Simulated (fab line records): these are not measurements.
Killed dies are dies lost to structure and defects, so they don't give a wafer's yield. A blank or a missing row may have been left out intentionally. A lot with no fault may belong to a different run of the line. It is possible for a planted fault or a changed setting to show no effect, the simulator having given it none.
fab line records	flow nandHarc
[record] lots = 6	wafers = 18	lastDay = 33
route steps=1302 shown A_CHANNEL_HOLE_D2@607 A_CHANNEL_FILL_D2@610 A_STAIRCASE@639 END@1302
lots that met no fault: taken from a fault-free run of the same line
startH: hours from the record's first day to the start of the lot's first wafer shown	waitH: hours elapsed since this lot's preceding step	" identical to the entry in the row above	L1.1+2: several wafers, shown together as one row	- no value, or no start was given	* or withheld: withheld	< > ~ a bound
route shown NAME@n: NAME is a module with steps in the file, n the number in the route of the first one	usual: average and standard deviation across the fault-free wafers	same: alike in all rows	chamber/n: place in a boat	sites: per-site readings	_std_site: the values' standard deviation	_edge_site: inner sites' mean taken away from outer sites' mean	radiusMm: how far each site lies from the wafer's centre	mask NAME#n: copy n	behind: tool/chamber where the wafer was last shaped	hold: what put the lot on hold/how long, in hours/how the hold closed	device: the transistor (n, p or np) that didn't switch	end of line: the route-end tests of the same wafers	step lacking rows: just its recipe	killed: dies that structure and defects cost at the first sort, which is not the same as the wafer's yield	map: per-die view of a wafer (x killed, . not killed, _ where there is no die)
set.NAME: the setting that was run; set.NAME@STEP: the one run at that earlier step	model.NAME: the simulator's own value behind a step, which no gauge read
a table for each step, a row for each wafer; lots at some steps of the route
services: a tool's chamber out of use, with start hour (startH, from the record's first day; less than 0 if before it), hours out, and reason
[[steps]]
[step NHARC_A_CHANNEL_HOLE_D2_CD_MEAS_31]
[usual] cdNm = 90.7/1.8
lot.wafer	tool	chamber	startH	waitH	cdNm
L826.3	cdSem-01	-	312.05	-	91.3
L826.4	"	-	"	"	90.1
L826.5	"	-	"	"	91.0
L835.1	cdSem-01	-	406.06	-	90.7
L835.3	"	-	"	"	89.1
L835.4	"	-	"	"	94.0
L837.1	cdSem-03	-	414.44	-	89.2
L837.3	"	-	"	"	86.9
L837.6	"	-	"	"	87.4
L843.2	cdSem-03	-	491.37	-	91.3
L843.4	"	-	"	"	93.0
L843.6	"	-	"	"	92.2
L845.1	cdSem-03	-	499.85	-	89.4
L845.4	"	-	"	"	91.2
L845.6	"	-	"	"	89.9
L848.1	cdSem-03	-	524.45	-	88.9
L848.5	"	-	"	"	88.6
L848.6	"	-	"	"	91.7
[step NHARC_A_CHANNEL_HOLE_D2_XSEM_32]
[recipe] landingEnergyEv = 35000
[step NHARC_A_CHANNEL_HOLE_D2_INSPECT_40]
[usual] rawDefectCount = 278/80
lot.wafer	tool	chamber	startH	waitH	rawDefectCount
L826.3	defectInspect-02	-	312.24	-	242
L826.4	"	-	"	"	363
L826.5	"	-	"	"	379
L835.1	defectInspect-02	-	406.24	-	205
L835.3	"	-	"	"	303
L835.4	"	-	"	"	364
L837.1	defectInspect-02	-	414.63	-	291
L837.3	"	-	"	"	245
L837.6	"	-	"	"	166
L843.2	defectInspect-02	-	491.55	-	317
L843.4	"	-	"	"	422
L843.6	"	-	"	"	422
L845.1	defectInspect-02	-	500.04	-	259
L845.4	"	-	"	"	405
L845.6	"	-	"	"	344
L848.1	defectInspect-01	-	524.64	-	450
L848.5	"	-	"	"	256
L848.6	"	-	"	"	313
[step NHARC_A_CHANNEL_FILL_D2_PRECLEAN_00]
[recipe] timeS = *	tempC = 50	bathAgeMin = 0	chemistry = SC1
[step NHARC_A_CHANNEL_FILL_D2_SRD_01]
[step NHARC_A_CHANNEL_FILL_D2_ALD_02]
[recipe] targetThkA = 60	pulseTimeS = 10	aldCycles = 60	tempC = 300	material = SiO2
[usual] heaterPowerW = 469/54	precursorPulseHeightRel = 1.000/0.021
lot.wafer	tool	chamber	startH	waitH	heaterPowerW	precursorPulseHeightRel
L826.3	aldHk-02	1	312.57	-	404	1.016
L826.4	"	2	"	"	466	0.963
L826.5	"	3	"	"	572	0.997
L835.3	aldHk-02	0	406.44	-	417	0.967
L835.4	"	2	"	"	443	1.011
L835.1	"	3	"	"	563	0.979
L837.3	aldHk-01	0	414.83	-	450	0.962
L837.1	"	3	"	"	511	0.989
L837.6	"	0	"	"	452	1.025
L843.4	aldHk-02	2	491.82	-	457	1.014
L843.2	"	3	"	"	555	1.016
L843.6	"	1	"	"	397	0.934
L845.1	aldHk-02	1	500.30	-	405	1.013
L845.4	"	2	"	"	451	0.979
L845.6	"	1	"	"	402	1.000
L848.1	aldHk-02	0	525.23	-	424	0.975
L848.5	"	1	"	"	405	1.016
L848.6	"	2	"	"	453	1.025
[step NHARC_A_CHANNEL_FILL_D2_ALD_03]
[recipe] targetThkA = 60	pulseTimeS = 60	aldCycles = 58	tempC = 630	pressureTorr = 2	material = SiNx
[usual] chamberPressureTorr = 2.000/0.0047	precursorPulseHeightRel = 1.001/0.019
lot.wafer	tool	chamber	startH	waitH	chamberPressureTorr	precursorPulseHeightRel
L826.3	aldSinBatch-02	0	-	-	1.999	1.017
L826.4	"	0	"	"	1.991	0.952
L826.5	"	0	"	"	1.997	0.999
L835.1	aldSinBatch-01	0	-	-	1.999	1.004
L835.3	"	0	"	"	2.001	0.961
L835.4	"	0	"	"	2.005	0.978
L837.1	aldSinBatch-01	0	-	-	1.995	1.024
L837.3	"	0	"	"	1.997	0.961
L837.6	"	0	"	"	1.995	1.011
L843.2	aldSinBatch-02	0	-	-	2.000	1.017
L843.4	"	0	"	"	2.010	0.998
L843.6	"	0	"	"	2.005	1.058
L845.1	aldSinBatch-02	0	-	-	2.000	0.990
L845.4	"	0	"	"	2.000	1.015
L845.6	"	0	"	"	1.996	1.016
L848.1	aldSinBatch-02	0	-	-	2.005	1.015
L848.5	"	0	"	"	2.004	1.003
L848.6	"	0	"	"	2.005	0.999
[step NHARC_A_CHANNEL_FILL_D2_ALD_14]
[recipe] targetThkA = 25	pulseTimeS = 10	aldCycles = 25	tempC = 300	material = SiO2
[usual] heaterPowerW = 469/48	precursorPulseHeightRel = 0.999/0.019
lot.wafer	tool	chamber	startH	waitH	heaterPowerW	precursorPulseHeightRel
L826.4	aldHk-03	1	318.62	0.1	485	1.033
L826.3	"	3	"	"	422	0.996
L826.5	"	1	"	"	478	0.978
L835.3	aldHk-01	2	411.28	0.0	556	1.007
L835.4	"	3	"	"	513	0.990
L835.1	"	0	"	"	458	1.008
L837.1	aldHk-03	1	421.92	0.1	455	1.003
L837.3	"	2	"	"	427	0.985
L837.6	"	0	"	"	526	1.027
L843.4	aldHk-01	1	498.88	0.1	447	0.954
L843.2	"	2	"	"	555	0.990
L843.6	"	1	"	"	449	1.013
L845.1	aldHk-02	2	507.23	0.0	452	0.997
L845.4	"	0	"	"	432	1.011
L845.6	"	3	"	"	554	1.001
L848.1	aldHk-03	3	532.11	0.2	475	1.010
L848.6	"	0	"	"	531	0.974
L848.5	"	1	"	"	460	1.024
[step NHARC_A_CHANNEL_FILL_D2_ALD_15]
[recipe] targetThkA = 20	pulseTimeS = 60	aldCycles = 19	tempC = 630	pressureTorr = 2	material = SiNx
[step NHARC_A_CHANNEL_FILL_D2_ALD_16]
[recipe] targetThkA = 15	pulseTimeS = 10	aldCycles = 15	tempC = 300	material = SiO2
[usual] heaterPowerW = 479/52	precursorPulseHeightRel = 0.997/0.018
lot.wafer	tool	chamber	startH	waitH	heaterPowerW	precursorPulseHeightRel
L826.3	aldHk-02	3	323.74	0.0	576	0.973
L826.4	"	0	"	"	437	1.002
L826.5	"	3	"	"	574	0.986
L835.3	aldHk-01	2	416.45	0.0	547	1.016
L835.1	"	3	"	"	511	1.000
L835.4	"	0	"	"	441	0.997
L837.3	aldHk-02	2	427.07	0.1	447	0.999
L837.1	"	0	"	"	428	0.973
L837.6	"	1	"	"	420	0.975
L843.4	aldHk-02	0	504.07	0.1	413	0.991
L843.2	"	1	"	"	407	1.004
L843.6	"	3	"	"	554	1.004
L845.1	aldHk-02	1	512.40	0.1	410	0.998
L845.4	"	2	"	"	456	0.980
L845.6	"	1	"	"	406	1.017
L848.1	aldHk-02	3	537.17	0.0	584	0.978
L848.6	"	3	"	"	597	1.015
L848.5	"	0	"	"	432	0.986
[step NHARC_A_CHANNEL_FILL_D2_ANNEAL_17]
[recipe] tempC = 850	timeS = 1800
[step NHARC_A_CHANNEL_FILL_D2_CVD_18]
[recipe] targetThkA = 30	tempC = 550	material = poly-Si
[step NHARC_A_CHANNEL_FILL_D2_ETCHBACK_19]
[recipe] targetDepthA = 50	timeS = 1.7	hbrFlowSccm = 150	cl2FlowSccm = 50	rfW = 400	icpW = 400	biasW = 100	chemistry = HBr/Cl2
[usual] drypumpMotorCurrentA = 5.7/0.47	mfcCl2Sccm = 50.01/0.17	oesProductAu = 1.003/0.013	rfFwdPowerW = 390.0/1.3	throttleValvePct = 26.406/0.0096
lot.wafer	tool	chamber	startH	waitH	drypumpMotorCurrentA	mfcCl2Sccm	oesProductAu	rfFwdPowerW	rfHoursCounterH	throttleValvePct
L826.3	rieSi-03	1	335.73	0.4	6.0	50.06	1.003	390.7	0.82	26.395
L826.4	"	2	"	"	6.6	50.22	1.021	390.2	-	26.413
L826.5	"	1	"	"	6.0	50.00	0.999	391.3	-	26.415
L835.4	rieSi-02	2	430.07	0.4	5.1	49.89	1.007	390.7	0.96	26.400
L835.3	"	3	"	"	5.2	50.03	0.983	-	0.79	26.408
L835.1	"	1	"	"	6.2	49.84	1.010	-	0.68	26.426
L837.3	rieSi-02	3	439.18	0.4	5.1	50.21	0.995	-	0.83	26.403
L837.1	"	1	"	"	6.2	50.15	1.010	-	0.73	26.408
L837.6	"	3	"	"	5.2	49.99	0.995	388.8	-	26.418
L843.4	rieSi-03	3	516.37	0.4	6.1	50.03	0.993	390.2	0.57	26.423
L843.2	"	2	"	"	6.6	49.92	0.995	391.7	0.56	26.410
L843.6	"	0	"	"	5.7	50.20	0.988	388.8	-	26.402
L845.4	rieSi-02	1	524.20	0.4	6.2	50.14	0.986	388.8	0.37	26.413
L845.1	"	0	"	"	6.2	50.06	1.021	389.4	0.25	26.405
L845.6	"	1	"	"	6.2	50.00	0.981	389.8	-	26.393
L848.1	rieSi-05	2	547.55	0.4	5.4	49.94	1.014	389.2	0.47	26.415
L848.5	"	3	"	"	5.6	49.72	1.012	391.2	-	26.410
L848.6	"	0	"	"	6.0	50.13	0.989	390.6	-	26.405
[step NHARC_A_CHANNEL_FILL_D2_ETCHBACK_20]
[recipe] targetDepthA = 270	timeS = 13.5	c4f8FlowSccm = withheld	o2FlowSccm = 8	arFlowSccm = withheld	rfW = 600	biasW = 1500	chemistry = C4F8/O2/Ar
[step NHARC_A_CHANNEL_FILL_D2_STRIP_28]
[recipe] timeS = 20	o2FlowSccm = 500	arFlowSccm = 0	biasW = 0	chemistry = O2
[usual] drypumpMotorCurrentA = 5.7/0.4	oesProductAu = 1.005/0.0095	rfVppV = 57.8/0.9	showerheadPlenumPTorr = 3.53/0.11	throttleValvePct = 17.037/0.0091
lot.wafer	tool	chamber	startH	waitH	drypumpMotorCurrentA	oesProductAu	rfHoursCounterH	rfVppV	showerheadPlenumPTorr	throttleValvePct
L826.4	rieDiel-01	1	335.95	0.1	5.2	0.975	2	57.8	3.45	17.040
L826.3	"	2	"	"	6.1	1.005	3	56.6	3.50	17.053
L826.5	"	3	"	"	6.2	1.008	-	59.0	3.58	17.025
L835.3	rieDiel-01	2	430.30	0.1	6.1	0.996	1	56.7	3.50	17.035
L835.4	"	0	"	"	5.5	1.007	1	57.3	3.76	17.038
L835.1	"	1	"	"	5.1	1.008	1	57.8	3.45	17.026
L837.1	rieDiel-06	0	439.41	0.1	5.9	1.021	4	56.2	3.45	17.029
L837.3	"	2	"	"	6.2	1.011	3	58.4	3.52	17.040
L837.6	"	0	"	"	5.9	1.025	-	58.1	3.45	17.029
L843.2	rieDiel-06	2	516.61	0.1	6.2	0.983	1	58.2	3.52	17.049
L843.6	"	2	"	"	6.2	0.994	-	56.8	3.52	17.031
L843.4	"	1	"	"	5.9	1.010	-	58.4	3.60	17.053
L845.1	rieDiel-06	0	524.43	0.1	5.9	1.005	1	57.1	3.45	17.027
L845.4	"	1	"	"	5.9	1.005	1	57.9	3.60	17.017
L845.6	"	0	"	"	5.9	0.998	-	57.8	3.45	17.045
L848.1	rieDiel-06	1	547.74	0.1	5.9	1.012	1	56.6	3.60	17.042
L848.6	"	0	"	"	5.9	1.009	-	58.1	3.45	17.051
L848.5	"	1	"	"	5.8	1.006	-	57.5	3.60	17.037
[step NHARC_A_CHANNEL_FILL_D2_PRECLEAN_21]
[recipe] timeS = 30	chemistry = dHF
[step NHARC_A_CHANNEL_FILL_D2_SRD_23]
[step NHARC_A_CHANNEL_FILL_D2_CVD_05]
[recipe] targetThkA = 50	tempC = 550	material = poly-Si
[step NHARC_A_CHANNEL_FILL_D2_ANNEAL_22]
[recipe] tempC = 620	timeS = 7200
[step NHARC_A_CHANNEL_FILL_D2_ALD_25]
[recipe] targetThkA = 600	pulseTimeS = 10	aldCycles = 600	tempC = 300	material = SiOx
[step NHARC_A_CHANNEL_FILL_D2_ETCHBACK_08]
[recipe] targetDepthA = 2200	timeS = 110	c4f8FlowSccm = 20	arFlowSccm = withheld	rfW = 600	biasW = 300	chemistry = C4F8
[step NHARC_A_CHANNEL_FILL_D2_STRIP_29]
[recipe] timeS = 20	o2FlowSccm = 500	arFlowSccm = 0	biasW = 0	chemistry = O2
[step NHARC_A_CHANNEL_FILL_D2_PRECLEAN_30]
[recipe] timeS = 30	chemistry = dHF
[step NHARC_A_CHANNEL_FILL_D2_SRD_31]
[step NHARC_A_CHANNEL_FILL_D2_CVD_09]
[recipe] targetThkA = 1500	tempC = 620	pressureMtorr = 200	timeS = 3000	material = poly-Si
[step NHARC_A_CHANNEL_FILL_D2_CMP_10]
[recipe] targetThkNm = 150
[step NHARC_A_CHANNEL_FILL_D2_SRD_12]
[step NHARC_A_CHANNEL_FILL_D2_RTA_24]
[recipe] tempC = 1000	timeS = 5
[step NHARC_A_CHANNEL_FILL_D2_INSPECT_13]
[usual] rawDefectCount = 361/110
lot.wafer	tool	chamber	startH	waitH	rawDefectCount
L826.3	defectInspect-02	-	361.42	0.1	256
L826.4	"	-	"	"	349
L826.5	"	-	"	"	335
L835.1	defectInspect-01	-	454.11	0.2	577
L835.3	"	-	"	"	515
L835.4	"	-	"	"	282
L837.1	defectInspect-01	-	463.31	0.2	355
L837.3	"	-	"	"	287
L837.6	"	-	"	"	354
L843.2	defectInspect-02	-	540.47	0.1	394
L843.4	"	-	"	"	693
L843.6	"	-	"	"	268
L845.1	defectInspect-01	-	548.18	0.2	214
L845.4	"	-	"	"	323
L845.6	"	-	"	"	464
L848.1	defectInspect-01	-	571.39	0.2	497
L848.5	"	-	"	"	466
L848.6	"	-	"	"	283
[step NHARC_A_STAIRCASE_DEP_156]
[recipe] targetThkA = 500	tempC = 400	targetThkNm = 50	flowSccm = 200	rfW = 450	material = SiNx
[step NHARC_A_STAIRCASE_DEHYDRATE_158]
[recipe] tempC = 150	timeS = 120
[step NHARC_A_STAIRCASE_HMDS_159]
[recipe] timeS = 30
[step NHARC_A_STAIRCASE_COAT_160]
[recipe] spinRpm = 1200
[step NHARC_A_STAIRCASE_SOFTBAKE_161]
[recipe] tempC = 135	timeS = 170
[step NHARC_A_STAIRCASE_EBR_162]
[step NHARC_A_STAIRCASE_EXPOSE_163]
[recipe] na = 0.5	doseMj = 20.01	maskId = STAIR_OPEN
[step NHARC_A_STAIRCASE_PEB_164]
[recipe] pebTempC = 115	pebTimeS = 130
[step NHARC_A_STAIRCASE_DEVELOP_165]
[recipe] timeS = 140
[step NHARC_END_SORT_01]
[recipe] tempC = 25
[usual] killedAtArray = 63/27	killedAtOther = 0.7/1.2	killedAtPeriphery = 3.1/2	killedDies = 67/28	killedOpen = 3.0/1.9	killedShort = 2.2/1.5
[same] grossDies = 677
lot.wafer	tool	chamber	startH	waitH	hold	killedAtArray	killedAtOther	killedAtPeriphery	killedDies	killedOpen	killedShort
L826.3	prober-01	0	564.78	3.1	-	89	0	3	92	4	3
L826.4	prober-01	0	565.57	3.4	-	74	0	1	75	0	3
L826.5	prober-01	0	566.35	3.6	-	81	0	2	83	5	2
L835.1	prober-02	0	658.91	2.5	awaitDispo/5.3h/release	674	0	3	677	2	2
L835.3	prober-02	0	660.47	3.1	awaitDispo/5.3h/release	672	0	5	677	2	1
L835.4	prober-02	0	661.25	3.3	awaitDispo/5.3h/release	26	0	4	30	4	3
L837.1	prober-02	0	669.58	2.5	awaitDispo/2.1h/release	673	3	1	677	3	4
L837.3	prober-02	0	671.18	3.1	awaitDispo/2.1h/release	676	1	0	677	3	1
L837.6	prober-02	0	673.58	4.0	awaitDispo/2.1h/release	29	0	2	31	4	5
// killed by level:class
L826.3 A_CHANNEL_HOLE_D1:chamberFilmFlake=35 A_SLIT:chamberFilmFlake=28 A_SGD_CUT:chamberFilmFlake=11 A_CHANNEL_HOLE_D2:chamberFilmFlake=6 P_CONTACT:geometricParticle:open=2 A_ZERO_WELL:chamberFilmFlake=2 A_CHANNEL_FILL_D1:geometricParticle:short=1 A_ONON_D2:geometricParticle:open=1
L826.4 A_CHANNEL_HOLE_D1:chamberFilmFlake=29 A_SLIT:chamberFilmFlake=21 A_CHANNEL_HOLE_D2:chamberFilmFlake=8 A_SGD_CUT:chamberFilmFlake=6 A_CONTACT:chamberFilmFlake=4 A_ZERO_WELL:chamberFilmFlake=2 A_ONON_D1:geometricParticle:short=1 A_CHANNEL_HOLE_D1:geometricParticle:short=1
L826.5 A_CHANNEL_HOLE_D1:chamberFilmFlake=31 A_SLIT:chamberFilmFlake=28 A_CHANNEL_HOLE_D2:chamberFilmFlake=6 A_STAIRCASE:chamberFilmFlake=3 A_SGD_CUT:chamberFilmFlake=3 A_CONTACT:chamberFilmFlake=3 A_WL_FILL:chamberFilmFlake=2 P_GATE:geometricParticle:short=1
L835.1 A_CHANNEL_FILL_D2:areaEtchback=652 A_CHANNEL_HOLE_D1:chamberFilmFlake=5 A_SLIT:chamberFilmFlake=5 A_CONTACT:chamberFilmFlake=5 P_ZERO_WELL:chamberFilmFlake=2 A_ONON_D1:geometricParticle:short=1 A_ONON_D1:geometricParticle:open=1 A_CHANNEL_FILL_D1:geometricParticle:open=1
L835.3 A_CHANNEL_FILL_D2:areaEtchback=648 A_CHANNEL_HOLE_D1:chamberFilmFlake=12 A_CONTACT:chamberFilmFlake=6 P_GATE:chamberFilmFlake=2 A_STAIRCASE:chamberFilmFlake=2 A_CHANNEL_HOLE_D2:chamberFilmFlake=2 P_STI:geometricParticle:open=1 P_GATE:geometricParticle:open=1
L835.4 A_CHANNEL_HOLE_D1:chamberFilmFlake=10 A_CHANNEL_HOLE_D2:unspecified=4 A_CONTACT:chamberFilmFlake=3 P_CONTACT:geometricParticle:open=2 A_DECK1_JOINT:geometricParticle:short=1 A_ONON_D2:geometricParticle:short=1 A_CHANNEL_FILL_D2:geometricParticle:open=1 A_M0:geometricParticle:open=1
L837.1 A_CHANNEL_FILL_D2:areaEtchback=643 A_CHANNEL_HOLE_D1:chamberFilmFlake=8 A_DECK1_JOINT:chamberFilmFlake=4 A_SLIT:chamberFilmFlake=4 A_CONTACT:chamberFilmFlake=3 THIN_TSV:chamberFilmFlake=3 A_M0:geometricParticle:short=2 A_BLC:chamberFilmFlake=2
L837.3 A_CHANNEL_FILL_D2:areaEtchback=641 A_CHANNEL_HOLE_D1:chamberFilmFlake=11 A_CONTACT:chamberFilmFlake=7 A_SLIT:chamberFilmFlake=3 A_ZERO_WELL:chamberFilmFlake=2 A_DECK1_JOINT:chamberFilmFlake=2 A_BLC:chamberFilmFlake=2 A_CHANNEL_FILL_D1:geometricParticle:short=1
L837.6 A_CHANNEL_HOLE_D1:chamberFilmFlake=6 A_CONTACT:chamberFilmFlake=4 A_SLIT:chamberFilmFlake=3 A_DECK1_JOINT:chamberFilmFlake=3 A_ONON_D1:geometricParticle:short=2 A_CHANNEL_FILL_D1:geometricParticle:open=2 A_STAIRCASE:chamberFilmFlake=2 A_BLC:chamberFilmFlake=2
// map L835.1 (x killed, . not)
____________x____________
_________xxxxxxx_________
_______xxxxxxxxxxx_______
______xxxxxxxxxxxxx______
_____xxxxxxxxxxxxxxx_____
____xxxxxxxxxxxxxxxxx____
____xxxxxxxxxxxxxxxxx____
___xxxxxxxxxxxxxxxxxxx___
___xxxxxxxxxxxxxxxxxxx___
__xxxxxxxxxxxxxxxxxxxxx__
__xxxxxxxxxxxxxxxxxxxxx__
_xxxxxxxxxxxxxxxxxxxxxxx_
_xxxxxxxxxxxxxxxxxxxxxxx_
_xxxxxxxxxxxxxxxxxxxxxxx_
_xxxxxxxxxxxxxxxxxxxxxxx_
_xxxxxxxxxxxxxxxxxxxxxxx_
xxxxxxxxxxxxxxxxxxxxxxxxx
xxxxxxxxxxxxxxxxxxxxxxxxx
xxxxxxxxxxxxxxxxxxxxxxxxx
xxxxxxxxxxxxxxxxxxxxxxxxx
xxxxxxxxxxxxxxxxxxxxxxxxx
_xxxxxxxxxxxxxxxxxxxxxxx_
_xxxxxxxxxxxxxxxxxxxxxxx_
_xxxxxxxxxxxxxxxxxxxxxxx_
_xxxxxxxxxxxxxxxxxxxxxxx_
_xxxxxxxxxxxxxxxxxxxxxxx_
__xxxxxxxxxxxxxxxxxxxxx__
__xxxxxxxxxxxxxxxxxxxxx__
___xxxxxxxxxxxxxxxxxxx___
___xxxxxxxxxxxxxxxxxxx___
____xxxxxxxxxxxxxxxxx____
____xxxxxxxxxxxxxxxxx____
_____xxxxxxxxxxxxxxx_____
______xxxxxxxxxxxxx______
_______xxxxxxxxxxx_______
_________xxxxxxx_________
____________x____________
// map L837.1 (x killed, . not)
____________x____________
_________xxxxxxx_________
_______xxxxxxxxxxx_______
______xxxxxxxxxxxxx______
_____xxxxxxxxxxxxxxx_____
____xxxxxxxxxxxxxxxxx____
____xxxxxxxxxxxxxxxxx____
___xxxxxxxxxxxxxxxxxxx___
___xxxxxxxxxxxxxxxxxxx___
__xxxxxxxxxxxxxxxxxxxxx__
__xxxxxxxxxxxxxxxxxxxxx__
_xxxxxxxxxxxxxxxxxxxxxxx_
_xxxxxxxxxxxxxxxxxxxxxxx_
_xxxxxxxxxxxxxxxxxxxxxxx_
_xxxxxxxxxxxxxxxxxxxxxxx_
_xxxxxxxxxxxxxxxxxxxxxxx_
xxxxxxxxxxxxxxxxxxxxxxxxx
xxxxxxxxxxxxxxxxxxxxxxxxx
xxxxxxxxxxxxxxxxxxxxxxxxx
xxxxxxxxxxxxxxxxxxxxxxxxx
xxxxxxxxxxxxxxxxxxxxxxxxx
_xxxxxxxxxxxxxxxxxxxxxxx_
_xxxxxxxxxxxxxxxxxxxxxxx_
_xxxxxxxxxxxxxxxxxxxxxxx_
_xxxxxxxxxxxxxxxxxxxxxxx_
_xxxxxxxxxxxxxxxxxxxxxxx_
__xxxxxxxxxxxxxxxxxxxxx__
__xxxxxxxxxxxxxxxxxxxxx__
___xxxxxxxxxxxxxxxxxxx___
___xxxxxxxxxxxxxxxxxxx___
____xxxxxxxxxxxxxxxxx____
____xxxxxxxxxxxxxxxxx____
_____xxxxxxxxxxxxxxx_____
______xxxxxxxxxxxxx______
_______xxxxxxxxxxx_______
_________xxxxxxx_________
____________x____________
[[services]]
tool	chamber	startH	hours	kind
aldHk-01	-	298.17	10.0	pm
rieDiel-06	-	307.20	9.0	pm
rieDiel-06	-	319.12	0.9	repair
aldSinBatch-02	-	320.31	12.4	repair
rieSi-02	1	323.07	36.5	repair
aldHk-03	-	323.18	2.6	repair
rieDiel-06	2	328.37	6.7	repair
aldHk-02	-	331.83	2.5	repair
rieSi-02	2	337.03	3.1	repair
rieDiel-06	2	341.84	3.6	repair
aldHk-02	-	348.56	10.0	pm
aldHk-01	-	367.01	0.5	repair
rieDiel-06	3	372.27	2.7	repair
aldHk-03	-	390.00	10.0	pm
rieSi-02	3	401.10	5.5	repair
rieDiel-06	3	441.26	20.0	repair
rieSi-02	-	454.00	9.0	pm
rieDiel-06	2	461.52	9.3	repair
rieSi-02	0	466.43	13.5	repair
aldHk-03	-	469.36	6.3	repair
aldHk-01	-	476.97	10.0	pm
rieDiel-06	-	484.20	9.0	pm
rieDiel-06	0	510.20	13.7	repair
aldHk-03	-	546.18	0.9	repair
[[key]]
[firstSign] step = NHARC_END_SORT_01	reading = killedAtArray	direction = up	sigmas = 22	usual = 63	struck = 674
[effect] step = NHARC_END_SORT_01	reading = killedDies	direction = up	sigmas = 22	usual = 67	struck = 677
[moreKillsBornAt] NHARC_A_CHANNEL_FILL_D2_ETCHBACK_19@rieSi-02 = 2584
metAt NHARC_A_CHANNEL_FILL_D2_ETCHBACK_19
struckWafers L835.1,L835.3,L837.1,L837.3
laterRowsLeftOut L835.1,L835.3,L837.1,L837.3
testerLeftOut L835,L837
[fault] kind = processParameterDrift	tool = rieSi-02	chamber = -	onsetH = 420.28	steps = NHARC_A_CHANNEL_FILL_D2_ETCHBACK_19	channel = timeS	offset = *	shape = step	endH = 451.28	scope = struckWafersOnly	actsIn = *	stated = *
// testerLeftOut: of these lots the tester's yield and bins aren't shown, on N5 and GAA mostly nor the transistor test; their killed dies are dies lost to structure and defects alone, not to doping, threshold or leakage, so they don't give the yield
// laterRowsLeftOut: the simulator's readings of these wafers behind a module that went badly wrong aren't trusted and aren't shown, but for the sort
